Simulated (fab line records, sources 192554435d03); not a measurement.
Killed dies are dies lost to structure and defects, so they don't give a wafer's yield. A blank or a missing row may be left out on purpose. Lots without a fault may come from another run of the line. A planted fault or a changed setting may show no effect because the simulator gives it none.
Split-lot experiment | flow n5_finfet | 7 lots, 21 wafers read, on a route of 1938 steps

THE SPLIT
At N5_BEOL_M3_HM_DEP_02 (deposits TiN, target thk 20 nm), the setting target_thk_a was moved away from the recipe's 200 angstrom on 9 of the 21 wafers read, by -13.5% to +11.3%. The other wafers ran this setting at the recipe's value.

The reading is taken at the split's own step.

THE READING
TiN_of_BEOL_M3_HM_DEP_02.thk_nm (the simulator's own value, which no gauge read), in nm, at N5_BEOL_M3_HM_DEP_02 (deposits TiN, target thk 20 nm). The file gives no usual value for it. The 12 wafers here that ran the recipe average 20.0 nm, standard deviation 0.26 nm.

wafer  | tool, chamber at the split | target_thk_a as run, angstrom | against the recipe | TiN_of_BEOL_M3_HM_DEP_02.thk_nm, nm | against lot-mates on the recipe
L075.2 | pvd_sputter-01, -          | 200                           | recipe             | 20                                  | -
L075.3 | pvd_sputter-01, -          | 200                           | recipe             | 20                                  | -
L075.6 | pvd_sputter-01, -          | 200                           | recipe             | 20                                  | -
L076.1 | pvd_sputter-02, -          | 200                           | recipe             | 20.4                                | -
L076.2 | pvd_sputter-02, -          | 173                           | -13.5%             | 17.4                                | -2.8
L076.3 | pvd_sputter-02, -          | 200                           | recipe             | 20                                  | -
L077.1 | pvd_sputter-02, -          | 207.3                         | +3.6%              | 20.8                                | +0.6
L077.3 | pvd_sputter-02, -          | 207.3                         | +3.6%              | 20.8                                | +0.6
L077.2 | pvd_sputter-02, -          | 200                           | recipe             | 20.2                                | -
L083.3 | pvd_sputter-01, -          | 200                           | recipe             | 20.4                                | -
L083.4 | pvd_sputter-01, -          | 200                           | recipe             | 20                                  | -
L083.5 | pvd_sputter-01, -          | 222.7                         | +11.3%             | 22.4                                | +2.2
L085.2 | pvd_sputter-01, -          | 200                           | recipe             | 19.8                                | -
L085.4 | pvd_sputter-01, -          | 200                           | recipe             | 20                                  | -
L085.6 | pvd_sputter-01, -          | 186.4                         | -6.8%              | 18.6                                | -1.3
L092.1 | pvd_sputter-01, -          | 188.5                         | -5.8%              | 18.6                                | -0.8
L092.3 | pvd_sputter-01, -          | 188.5                         | -5.8%              | 18.6                                | -0.8
L092.6 | pvd_sputter-01, -          | 200                           | recipe             | 19.4                                | -
L096.3 | pvd_sputter-01, -          | 184.8                         | -7.6%              | 18.6                                | -1.6
L096.5 | pvd_sputter-01, -          | 184.8                         | -7.6%              | 18.6                                | -1.6
L096.4 | pvd_sputter-01, -          | 200                           | recipe             | 20.2                                | -

THE FIT
A straight line over all 21 wafers: TiN_of_BEOL_M3_HM_DEP_02.thk_nm changes by +0.205 nm for each +1% of target_thk_a; r = +0.98; the points scatter about the line by 0.23 nm.
The same after taking each lot's own level away (the mean of its wafers on the recipe; 21 wafers): +0.194 nm for each +1%; r = +0.99; scatter 0.16 nm.
On that fit, the largest move of target_thk_a shifts the reading by 2.6 nm.
The lots' own levels span 19.40 to 20.20 nm, that is 3.1 times the standard deviation above.
So the lot-to-lot level changes the slope little: the two slopes agree.
Check: with one of the wafers moved furthest among these (-13.5%) left out of the fit, the line predicts -2.52 nm for it against its lot-mates. It came out at -2.8 nm against them.

OTHER SPLITS ON THESE WAFERS
These wafers also went through other splits before the reading. Each is held against what the fit with the lots' levels taken away leaves over:
other split on the same wafers    | wafers away from the commonest value | r with TiN_of_BEOL_M3_HM_DEP_02.thk_nm (lot level and that fit taken away)
N5_HKMG_FIN_EXPOSE_46 dose_mj     | 4                                    | +0.37
N5_GATE_CUT_EXPOSE_10 dose_mj     | 8                                    | +0.57
N5_GATE_CUT_ETCH_36 cf4_flow_sccm | 7                                    | -0.32
N5_BEOL_M0_SAQP_COAT_105 spin_rpm | 9                                    | -0.07
N5_BEOL_M0_SPUTTER_134 time_s     | 10                                   | -0.11
N5_BEOL_M2_PECVD_72 temp_c        | 8                                    | -0.01
N5_BEOL_M2_DEP_57 time_s          | 3                                    | +0.07

THE FILE'S OWN FIT
TiN_of_BEOL_M3_HM_DEP_02.thk_nm changes by +0.196 nm for each +1% of target_thk_a, r = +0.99.
